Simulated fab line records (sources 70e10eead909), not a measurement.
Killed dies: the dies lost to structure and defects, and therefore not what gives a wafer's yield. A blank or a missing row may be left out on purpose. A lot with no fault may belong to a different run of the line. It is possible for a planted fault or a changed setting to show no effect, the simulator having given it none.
Problem report in the 8D (eight disciplines) form, filled by code -- flow nand harc -- the parts of the form that need people (team, actions taken, sign-off) are left out

== 1. THE PROBLEM ==
heater power total W at NHARC_A_BLC_SOFTBAKE_05 reads a mean of 240.14 W on 2 wafers of 2 lots; wafers without a fault read 188.45 W with a standard deviation of 0.14. So: +99 or more standard deviations from the usual mean.
The step: time 55 s.
The first sign was on wafer L550.5 at day 25 04:00, on litho track-06. At this step, 38 wafers from 13 lots have a number in the record. The rule behind "out" and "out of limits": a value lying over 4 standard deviations away from the usual mean. All remaining wafers that have a number are taken as sound.

== 2. WHAT IT IS AND WHAT IT IS NOT ==
question,is,is not
which readings at this step,heater power total W,chill plate temp C
which lots,"L550, L552","L547, L554, L558, L559, L560, L562, L563, L564, L565, L566, L567"
which wafers of those lots,"L550.5, L552.5","L550.2, L550.3, L552.2"
read on which tools,litho track-06,"litho track-01, litho track-04"
when,from day 25 04:00,"up to then (5 sound wafers); but 31 sound wafers of L552, L554, L558, L559, L560, L562, L563, L564, L565, L566, L567 came after"

== 3. THE SUSPECTS, EACH WITH WHAT RULES IT OUT ==
Counting: if a tool at a process step up to the reading ran every lot that is out, it stays a suspect. Sound lots after the first of them don't rule it out here, since some wafers of a struck lot are sound.
- litho track-06 at NHARC_A_BLC_SOFTBAKE_05 (time 55 s): kept. It ran every lot that is out, first L550 (day 25 04:00). Out on those wafers are its own readings of heater power total W.
After counting, what remains is litho track-06 at NHARC_A_BLC_SOFTBAKE_05.

== 4. THE CAUSE (what the simulator had put in) ==
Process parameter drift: litho track-06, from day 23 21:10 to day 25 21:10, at NHARC_A_BLC_SOFTBAKE_05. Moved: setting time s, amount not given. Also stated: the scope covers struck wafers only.
The count eliminated every tool but this one.

== 5. THE CHAIN OF EFFECTS, in route order ==
Rows list readings where the struck wafers' mean (over those with a number) sits beyond 3 standard deviations from the usual. Only readings for which the record gives a usual standard deviation are gone through. hours: the time from each lot's start at the first step in this table that gives one to its start at this step, as a median over the lots. sigmas: the change in usual standard deviations.
hours,step,reading,usual,on struck wafers,change,sigmas
0,NHARC_A_BLC_SOFTBAKE_05,heater power total W,188.45 W,240.14,+51.69,+99 or more
Its process steps:
- NHARC_A_BLC_SOFTBAKE_05: time 55 s.
At these later measuring or inspecting steps, every struck wafer for which the step has a row has a number for every such reading, and none has moved that far: NHARC_A_BLC_CD_MEAS_10.

== 6. HOW IT WOULD HAVE BEEN CAUGHT EARLIER ==
The fault began at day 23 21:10; the first out-of-limits reading in this record came at day 25 04:00, 31 hours later.
